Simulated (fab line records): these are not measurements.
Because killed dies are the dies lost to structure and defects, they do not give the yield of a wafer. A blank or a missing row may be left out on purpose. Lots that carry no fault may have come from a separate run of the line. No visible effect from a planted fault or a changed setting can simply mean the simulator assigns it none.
Which tool was responsible? + flow nand-harc + 11 lots, 33 wafers sampled, at 6 steps of a route of 1159

## WHAT THE GAUGES READ, wafer by wafer
NHARC_A_CONTACT_CD_MEAS_15. Usual: cd-nm at 89.8 nm, with a standard deviation of 0.56.
| lot  | measured     | on        | cd-nm (nm)     | flag |
|------|--------------|-----------|----------------|------|
| L507 | day 16 23:04 | cd-sem-01 | 90.4 90.7 90.2 |      |
| L510 | day 17 07:20 | cd-sem-01 | 89.5 89.0 89.5 |      |
| L509 | day 17 08:20 | cd-sem-02 | 89.6 90.2 90.0 |      |
| L512 | day 17 22:14 | cd-sem-01 | 90.1 90.3 90.5 |      |
| L513 | day 18 00:44 | cd-sem-03 | 89.5 89.6 89.8 |      |
| L514 | day 18 17:22 | cd-sem-03 | 90.3 90.3 90.2 |      |
| L520 | day 20 03:02 | cd-sem-03 | 90.2 89.7 90.3 |      |
| L525 | day 21 02:30 | cd-sem-03 | 89.9 89.1 88.9 |      |
| L524 | day 21 04:17 | cd-sem-03 | 89.8 90.5 89.7 |      |
| L527 | day 22 12:55 | cd-sem-02 | 89.6 89.1 89.0 |      |
| L530 | day 22 18:38 | cd-sem-03 | 89.9 90.4 90.1 |      |

NHARC_A_BLC_OVL_MEAS_11. Usual: overlay-x-nm -0.1 nm, standard deviation 0.88; overlay-y-nm 0.1 nm, standard deviation 0.88.
| lot  | measured     | on         | overlay-x-nm (nm) | overlay-y-nm (nm) | flag |
|------|--------------|------------|-------------------|-------------------|------|
| L507 | day 17 03:32 | overlay-01 | 0.4 0.0 0.7       | -1.9 -1.4 -2.0    |      |
| L510 | day 17 12:04 | overlay-02 | -0.5 -0.4 -0.4    | -0.5 -0.3 -0.8    |      |
| L509 | day 17 12:49 | overlay-02 | -1.3 -0.5 -1.1    | -1.0 -0.9 -1.3    |      |
| L512 | day 18 09:22 | overlay-02 | -0.4 -0.3 -0.6    | -0.4 0.4 0.1      |      |
| L513 | day 18 10:14 | overlay-02 | 0.3 0.3 0.5       | -0.6 -0.1 -0.3    |      |
| L514 | day 18 20:18 | overlay-02 | 1.4 0.6 1.1       | 0.9 1.0 0.7       |      |
| L520 | day 20 06:29 | overlay-01 | 5.2 5.3 5.3       | -1.8 -0.9 -1.5    | OFF  |
| L525 | day 21 17:37 | overlay-02 | 4.2 4.1 4.2       | 0.7 0.2 0.5       | OFF  |
| L524 | day 21 17:46 | overlay-01 | 0.2 0.2 0.6       | -1.1 -1.2 -1.1    |      |
| L527 | day 22 19:28 | overlay-01 | -1.8 -0.9 -1.5    | 0.8 1.2 0.9       |      |
| L530 | day 22 21:34 | overlay-02 | 2.1 2.2 1.5       | 1.2 0.4 0.8       |      |

NHARC_END_SORT_01. Usual: killed-at-array 27, standard deviation 11; killed-at-other 0.7, standard deviation 0.93; killed-at-periphery 2.9, standard deviation 1.9; killed-dies 30, standard deviation 11; killed-open 3.1, standard deviation 1.7; killed-short 1.9, standard deviation 1.3.
| lot  | measured     | on        | killed-at-array | killed-at-other | killed-at-periphery | killed-dies | killed-open | killed-short | flag |
|------|--------------|-----------|-----------------|-----------------|---------------------|-------------|-------------|--------------|------|
| L507 | day 19 05:02 | prober-02 | 11 12 16        | 1 2 0           | 2 4 5               | 14 18 21    | 2 5 5       | 2 3 1        |      |
| L510 | day 19 06:07 | prober-01 | 21 8 19         | 1 0 0           | 3 2 1               | 25 10 20    | 5 3 1       | 4 1 0        |      |
| L509 | day 19 12:53 | prober-02 | 16 19 13        | 1 3 2           | 4 4 1               | 21 26 16    | 2 5 1       | 1 0 1        |      |
| L512 | day 20 08:32 | prober-01 | 28 38 29        | 3 2 0           | 1 3 3               | 32 43 32    | 2 1 4       | 2 4 2        |      |
| L513 | day 20 07:42 | prober-02 | 15 9 17         | 2 0 0           | 2 2 4               | 19 11 21    | 3 1 4       | 0 3 3        |      |
| L514 | day 20 19:20 | prober-02 | 26 23 28        | 1 2 1           | 2 3 5               | 29 28 34    | 2 1 6       | 1 2 2        |      |
| L520 | day 22 02:30 | prober-01 | 26 41 33        | 2 1 1           | 3 4 6               | 31 46 40    | 1 4 6       | 2 4 6        |      |
| L525 | day 24 06:10 | prober-01 | 15 15 12        | 0 0 0           | 1 4 4               | 16 19 16    | 0 4 6       | 2 1 3        |      |
| L524 | day 23 22:29 | prober-02 | 31 35 43        | 2 1 1           | 2 2 3               | 35 38 47    | 4 2 2       | 3 2 4        |      |
| L527 | day 24 17:58 | prober-02 | 14 22 21        | 1 1 0           | 1 3 2               | 16 26 23    | 3 3 4       | 1 1 2        |      |
| L530 | day 25 00:54 | prober-02 | 28 36 31        | 0 0 0           | 5 7 11              | 33 43 42    | 4 3 3       | 3 1 2        |      |

## WHAT TOOL EACH LOT RAN ON (gives the tool, then ch and the chambers of the sampled wafers, and finally the start)
| lot  | NHARC_A_BLC_EXPOSE_07              | NHARC_A_BLC_ETCH_16                | NHARC_A_BLC_STRIP_29               |
|------|------------------------------------|------------------------------------|------------------------------------|
| L507 | arfi-scanner-03 ch 0, day 17 03:18 | rie-diel-09 ch 2,3, day 17 03:45   | rie-diel-09 ch 1,2,3, day 17 04:50 |
| L510 | arfi-scanner-01 ch 0, day 17 11:50 | rie-diel-09 ch 0,2,3, day 17 12:17 | rie-diel-06 ch 1,2, day 17 13:24   |
| L509 | arfi-scanner-02 ch 0, day 17 12:34 | rie-diel-01 ch 0,3, day 17 13:01   | rie-diel-09 ch 0,2,3, day 17 13:59 |
| L512 | arfi-scanner-02 ch 0, day 18 09:09 | rie-diel-09 ch 0,1, day 18 09:33   | rie-diel-01 ch 0,1, day 18 10:30   |
| L513 | arfi-scanner-03 ch 0, day 18 10:00 | rie-diel-09 ch 0,2,3, day 18 10:25 | rie-diel-09 ch 1,2,3, day 18 11:23 |
| L514 | arfi-scanner-03 ch 0, day 18 20:05 | rie-diel-06 ch 0,1,2, day 18 20:31 | rie-diel-09 ch 0,1,2, day 18 21:38 |
| L520 | arfi-scanner-01 ch 0, day 20 06:16 | rie-diel-06 ch 1,3, day 20 06:41   | rie-diel-09 ch 0,3, day 20 07:38   |
| L525 | arfi-scanner-01 ch 0, day 21 17:23 | rie-diel-09 ch 0,2,3, day 21 17:47 | rie-diel-09 ch 0,3, day 21 18:44   |
| L524 | arfi-scanner-02 ch 0, day 21 17:32 | rie-diel-06 ch 2,3, day 21 17:59   | rie-diel-09 ch 1,3, day 21 19:06   |
| L527 | arfi-scanner-03 ch 0, day 22 19:14 | rie-diel-06 ch 0,3, day 22 19:38   | rie-diel-09 ch 1,2,3, day 22 20:39 |
| L530 | arfi-scanner-03 ch 0, day 22 21:20 | rie-diel-06 ch 0,1,3, day 22 21:45 | rie-diel-09 ch 0,2,3, day 22 22:43 |
- NHARC_A_BLC_EXPOSE_07: exposes mask A BLC, target cd 100 nm.
- NHARC_A_BLC_ETCH_16: etches the open film in CF4, target depth 39 nm, time 65 s.
- NHARC_A_BLC_STRIP_29: strips in CF4.

## WHAT THE TOOLS THEMSELVES READ (means of the sampled wafers that have a number; where no wafer has one, the mark that the record gives instead)
NHARC_A_BLC_EXPOSE_07. Usual: stage-vel-mm-s 500.02 mm/s, standard deviation 0.28.
| lot  | tool            | stage-vel-mm-s (mm/s) | flag |
|------|-----------------|-----------------------|------|
| L507 | arfi-scanner-03 | 500.32                |      |
| L510 | arfi-scanner-01 | 500.15                |      |
| L509 | arfi-scanner-02 | 499.99                |      |
| L512 | arfi-scanner-02 | 499.95                |      |
| L513 | arfi-scanner-03 | 499.70                |      |
| L514 | arfi-scanner-03 | 500.01                |      |
| L520 | arfi-scanner-01 | 500.18                |      |
| L525 | arfi-scanner-01 | 500.12                |      |
| L524 | arfi-scanner-02 | 500.03                |      |
| L527 | arfi-scanner-03 | 500.06                |      |
| L530 | arfi-scanner-03 | 499.84                |      |

NHARC_A_BLC_ETCH_16. Usual: drypump-motor-current-A 5.6 A, standard deviation 0.51; oes-product-au 0.999 a.u., standard deviation 0.0072; rf-vpp-V 151.1 V, standard deviation 1.1; showerhead-plenum-p-Torr 1.76 Torr, standard deviation 0.055; throttle-valve-pct 13.284 %, standard deviation 0.0093.
| lot  | tool        | drypump-motor-current-A (A) | oes-product-au (a.u.) | rf-vpp-V (V) | showerhead-plenum-p-Torr (Torr) | throttle-valve-pct (%) | flag |
|------|-------------|-----------------------------|-----------------------|--------------|---------------------------------|------------------------|------|
| L507 | rie-diel-09 | 5.8                         | 0.996                 | 151.8        | 1.75                            | 13.285                 |      |
| L510 | rie-diel-09 | 5.7                         | 0.992                 | 151.6        | 1.78                            | 13.290                 |      |
| L509 | rie-diel-01 | 5.6                         | 0.998                 | 151.5        | 1.83                            | 13.290                 |      |
| L512 | rie-diel-09 | 5.1                         | 1.002                 | 152.2        | 1.81                            | 13.270                 |      |
| L513 | rie-diel-09 | 5.7                         | 0.998                 | 151.1        | 1.78                            | 13.283                 |      |
| L514 | rie-diel-06 | 5.6                         | 1.009                 | 151.5        | 1.76                            | 13.282                 |      |
| L520 | rie-diel-06 | 6.0                         | 1.005                 | 151.1        | 1.73                            | 13.266                 |      |
| L525 | rie-diel-09 | 5.6                         | 1.004                 | 150.2        | 1.77                            | 13.284                 |      |
| L524 | rie-diel-06 | 5.3                         | 1.006                 | 150.1        | 1.74                            | 13.282                 |      |
| L527 | rie-diel-06 | 5.9                         | 0.996                 | 151.2        | 1.71                            | 13.284                 |      |
| L530 | rie-diel-06 | 5.9                         | 1.003                 | 150.2        | 1.73                            | 13.281                 |      |

NHARC_A_BLC_STRIP_29. Usual: drypump-motor-current-A 5.6 A, standard deviation 0.52; oes-product-au 0.999 a.u., standard deviation 0.0069; rf-vpp-V 59.4 V, standard deviation 0.89; showerhead-plenum-p-Torr 1.77 Torr, standard deviation 0.056; throttle-valve-pct 13.284 %, standard deviation 0.0092.
| lot  | tool        | drypump-motor-current-A (A) | oes-product-au (a.u.) | rf-vpp-V (V) | showerhead-plenum-p-Torr (Torr) | throttle-valve-pct (%) | flag |
|------|-------------|-----------------------------|-----------------------|--------------|---------------------------------|------------------------|------|
| L507 | rie-diel-09 | 5.7                         | 1.002                 | 59.3         | 1.76                            | 13.277                 |      |
| L510 | rie-diel-06 | 5.7                         | 0.989                 | 59.4         | 1.77                            | 13.284                 |      |
| L509 | rie-diel-09 | 5.7                         | 0.997                 | 60.2         | 1.78                            | 13.290                 |      |
| L512 | rie-diel-01 | 5.6                         | 0.995                 | 59.4         | 1.77                            | 13.279                 |      |
| L513 | rie-diel-09 | 5.7                         | 1.000                 | 58.9         | 1.76                            | 13.281                 |      |
| L514 | rie-diel-09 | 5.5                         | 1.007                 | 60.4         | 1.78                            | 13.281                 |      |
| L520 | rie-diel-09 | 5.3                         | 1.001                 | 59.0         | 1.81                            | 13.279                 |      |
| L525 | rie-diel-09 | 5.2                         | 0.996                 | 59.9         | 1.83                            | 13.279                 |      |
| L524 | rie-diel-09 | 5.3                         | 0.995                 | 59.7         | 1.78                            | 13.288                 |      |
| L527 | rie-diel-09 | 5.7                         | 1.006                 | 58.7         | 1.75                            | 13.282                 |      |
| L530 | rie-diel-09 | 5.7                         | 0.997                 | 59.3         | 1.77                            | 13.289                 |      |

## THE ANSWER, worked out from the rows above alone
Rule: lot off if the mean of its wafers having a number is beyond 3 standard deviations from the usual mean. Also off: a lot with no number at a reading for which 4 or more lots have one. The other lots that the step has rows for count as sound. The gauges are gone through in route order, then the tools' own readings, and for those a lot's mean is taken as printed above. At the first step where some lot is off, the reading lying furthest off is the one used; lots without a number count as furthest.
Off: L520, L525, at NHARC_A_BLC_OVL_MEAS_11 (overlay-x-nm).
If a tool, at a process step before that reading, ran all the lots that are off and no sound lot after the first of them, it fits. Gauges at NHARC_A_BLC_OVL_MEAS_11: tried the same way as those tools. One fits: NHARC_A_BLC_EXPOSE_07 on arfi-scanner-01. A fault onset in the window from L510 (day 17 11:50, its last sound lot) to L520 (day 20 06:16, its first lot off) fits.

## WHAT THE SIMULATOR PUT IN
Scanner matching overlay: arfi-scanner-01, from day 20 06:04 on, at NHARC_A_BLC_EXPOSE_07. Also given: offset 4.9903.
Shown lots that were struck: L520, L525. The rule above reached the same finding.
